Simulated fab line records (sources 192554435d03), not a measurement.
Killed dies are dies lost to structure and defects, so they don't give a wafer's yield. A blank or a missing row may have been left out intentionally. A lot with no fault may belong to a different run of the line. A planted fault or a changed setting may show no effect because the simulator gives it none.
A struck lot beside a sound one + flow n5 finfet + 39 out of 1938 route steps
Sound: these wafers, L817.1, L817.4, L817.6. Wafers L821.3, L821.4, L821.5 were the ones struck. Last of all comes the cause.
At each step with rows: each side's tool, then ch and its chambers, then its first start. Under that, the readings that differ: sound wafers + struck wafers + difference of the means + sigmas: that difference in standard deviations of wafers without a fault.
alike: readings with means less than 2 such deviations apart, plus words and numbers identical on both sides. not compared: withheld readings, readings lacking a value on some wafer, bounds such as >300 that could conceal the same value, and numbers that have no deviation in the record and whose values overlap.
Wherever a step has rows on one side only, a row that says differs or no value, or a row with sigmas, the two part there. When numbers do not overlap yet have no deviation, they are printed without sigmas and do not part them. A reading missing from all wafers of one side parts the sides only when that side holds two or more wafers.

first, 11 steps without rows for these wafers: N5_STI_FIN_REVEAL_ALD_14 (deposits Si3N4, target thk 3 nm); N5_STI_FIN_REVEAL_FCVD_FILL_01 (material SiO2 flowable, target thk 312 nm, time 512.2 s); N5_STI_FIN_REVEAL_DENSIFY_02 (time 1800 s); N5_STI_FIN_REVEAL_CMP_04 (polishes, stops on Si3N4, t overpolish 4 s, target thk 131.83 nm); N5_STI_FIN_REVEAL_DENSIFY_30; N5_STI_FIN_REVEAL_ETCHBACK_08 (etches SiO2 in C4F6/O2, target depth 30.5 nm, time 10.167 s); N5_STI_FIN_REVEAL_STRIP_24 (strips in N2/H2, time 90 s); N5_STI_FIN_REVEAL_PRECLEAN_25 (cleans in SPM, time 90 s); N5_STI_FIN_REVEAL_PRECLEAN_26 (cleans in SC1, time 45 s); N5_STI_FIN_REVEAL_PRECLEAN_29 (cleans in DHF, time 30 s); N5_STI_FIN_REVEAL_SRD_12 (time 30 s).
N5_STI_FIN_REVEAL_RECESS_09: chemistry HF/NH3, target SiO2, afs cycles 11, target depth 42.5 nm, sublimation time 60 s.
  sound on vapor etch-01 ch 0,1, day 4 09:39; struck on vapor etch-01 ch 0,1, day 5 13:08
| reading    | sound             | struck            | difference | sigmas |
|------------|-------------------|-------------------|------------|--------|
| temp c (C) | 30.11 30.12 30.05 | 31.31 31.37 31.37 | +1.26      | +13    |
  alike: drypump motor current A, foreline p Torr
then, 25 steps without rows for these wafers: N5_STI_FIN_REVEAL_STRIP_16 (strips SiNx in H3PO4, target depth 23.8 nm); N5_STI_FIN_REVEAL_PRECLEAN_17 (cleans in NF3:NH3, afs cycles 1, time 20 s, sublimation time 60 s); N5_STI_FIN_REVEAL_ETCH_34 (etches Si in H2, material Si, target depth 0.97 nm); N5_STI_FIN_REVEAL_OXIDATION_31 (chemistry O2 PLASMA REMOTE, time 20 s); N5_STI_FIN_REVEAL_PRECLEAN_32 (cleans in NF3:NH3, afs cycles 1, time 20 s, sublimation time 60 s); N5_STI_FIN_REVEAL_STRIP_35 (strips Si3N4 in H3PO4, target depth 4 nm, time 39 s); N5_STI_FIN_REVEAL_SRD_21 (time 30 s); N5_STI_FIN_REVEAL_OXIDATION_33 (chemistry O2 PLASMA REMOTE, time 20 s); N5_STI_FIN_REVEAL_CLEAN_19 (cleans in O3/DIW, time 120 s); N5_STI_FIN_REVEAL_SRD_23 (time 30 s); N5_STI_FIN_REVEAL_PRECLEAN_18 (cleans in SC2, time 45 s); N5_STI_FIN_REVEAL_SRD_28 (time 30 s); N5_DUMMY_GATE_PRECLEAN_00 (cleans in O3/DIW, time 60 s); N5_DUMMY_GATE_SRD_01 (time 30 s); N5_DUMMY_GATE_ALD_02 (deposits SiO2, target thk 2 nm, pulse time 1 s); N5_DUMMY_GATE_CVD_03 (deposits a-Si from SiH4, target thk 150 nm, time 8042 s); N5_DUMMY_GATE_PRECLEAN_46 (cleans in DIW, time 89.5 s); N5_DUMMY_GATE_SRD_47 (dry time 32 s); N5_DUMMY_GATE_CMP_04 (polishes a-Si); N5_DUMMY_GATE_HM_DEP_06 (deposits SiNx from DCS/NH3, target thk 80 nm, time 5141 s); N5_DUMMY_GATE_PECVD_30 (deposits SiO2 from TEOS/O2, target thk 55 nm, time 10.8 s); N5_DUMMY_GATE_COAT_34 (time 60 s, resist thk 60 nm); N5_DUMMY_GATE_COAT_35 (time 60 s, resist thk 10 nm); N5_DUMMY_GATE_COAT_28 (time 60 s, resist thk 10 nm); N5_DUMMY_GATE_COAT_09 (resist thk 30 nm).
-- record jumps: 6 days separate the struck wafers' starts on either side; left off in module DUMMY_GATE, taken up again in module BEOL_M4, whose first shown step is the route's number 1111 --
N5_BEOL_M4_RC_MEAS_101:
  sound on prober-02 ch 0, day 9 22:32; struck on prober-01 ch 0, day 11 06:20
  alike: DIBL_N, DIBL_P, IOFF_N, IOFF_P, ION_N, ION_P, SS_N, SS_P, VT_N, VT_P
-- here the record skips 5 days between the struck wafers' starts before and after, leaving off in module BEOL_M4 and picking up in module PASSIVATION (first step shown: number 1936 of the route) --
N5_PASSIVATION_PROBE_49:
  only the struck wafers here have rows in the record (prober-02, day 15 21:18); the sound ones have none

== WHERE THEY PART ==
First at N5_STI_FIN_REVEAL_RECESS_09; last, within this record, at N5_PASSIVATION_PROBE_49.

WHY: the cause the simulator had injected
Drift in process parameters on vapor etch-01 at N5_STI_FIN_REVEAL_RECESS_09, starting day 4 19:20. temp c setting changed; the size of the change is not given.
